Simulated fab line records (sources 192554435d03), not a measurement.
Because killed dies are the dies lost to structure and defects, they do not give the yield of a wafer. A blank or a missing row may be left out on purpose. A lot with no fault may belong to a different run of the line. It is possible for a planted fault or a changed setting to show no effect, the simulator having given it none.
Chamber matching || flow n5Finfet || 3 sister chambers for N5_BEOL_M9_ILD_DEP_00 on pecvd-03
The step deposits SiCOH lowk from DEMS/porogen, target thk 308.51 nm, time 58 s. 3 wafers are shown with their chamber, then 7 later ones without.

== WAFERS, EACH WITH ITS CHAMBER ==
{"wafer": "L079.6", "chamber": 0, "throttleValvePct (%)": 14.4}
{"wafer": "L088.1", "chamber": 2, "throttleValvePct (%)": 13.3}
{"wafer": "L088.2", "chamber": 1, "throttleValvePct (%)": 14.2}

== WAFERS WITHOUT THEIR CHAMBER ==
{"wafer": "L088.4", "throttleValvePct (%)": 14.4}
{"wafer": "L091.1", "throttleValvePct (%)": 13.6}
{"wafer": "L091.3", "throttleValvePct (%)": 14.3}
{"wafer": "L091.4", "throttleValvePct (%)": 14.5}
{"wafer": "L092.2", "throttleValvePct (%)": 14.3}
{"wafer": "L092.4", "throttleValvePct (%)": 13.5}
{"wafer": "L092.6", "throttleValvePct (%)": 14.4}

== WHICH CHAMBER EACH WENT THROUGH ==
{"wafer": "L088.4", "from the rows above": "can't be placed: 0 or 1", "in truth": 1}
{"wafer": "L091.1", "from the rows above": "can't be placed: 2 or 1", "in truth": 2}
{"wafer": "L091.3", "from the rows above": "can't be placed: 0 or 1", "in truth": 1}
{"wafer": "L091.4", "from the rows above": "can't be placed: 0 or 1", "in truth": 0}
{"wafer": "L092.2", "from the rows above": "can't be placed: 0 or 1", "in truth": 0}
{"wafer": "L092.4", "from the rows above": 2, "in truth": 2}
{"wafer": "L092.6", "from the rows above": "can't be placed: 0 or 1", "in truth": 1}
Correct placement for 1 of the 7. Unplaceable from these rows: 6, with the true chamber sitting among the candidates in 6. Wrongly placed: 0.
How it was worked out, from the rows above alone: a wafer's distance from a chamber is the root of the sum, over the readings, of the square of ((its reading less the chamber's mean) divided by the reading's scatter). The wafer belongs to the nearest chamber; if the next one is less than 2 further off, it can't be placed. The mean given for a chamber averages the wafers shown for that chamber. The scatter: root of mean squared gap, hidden wafer to nearest shown wafer, with one shown wafer a chamber.
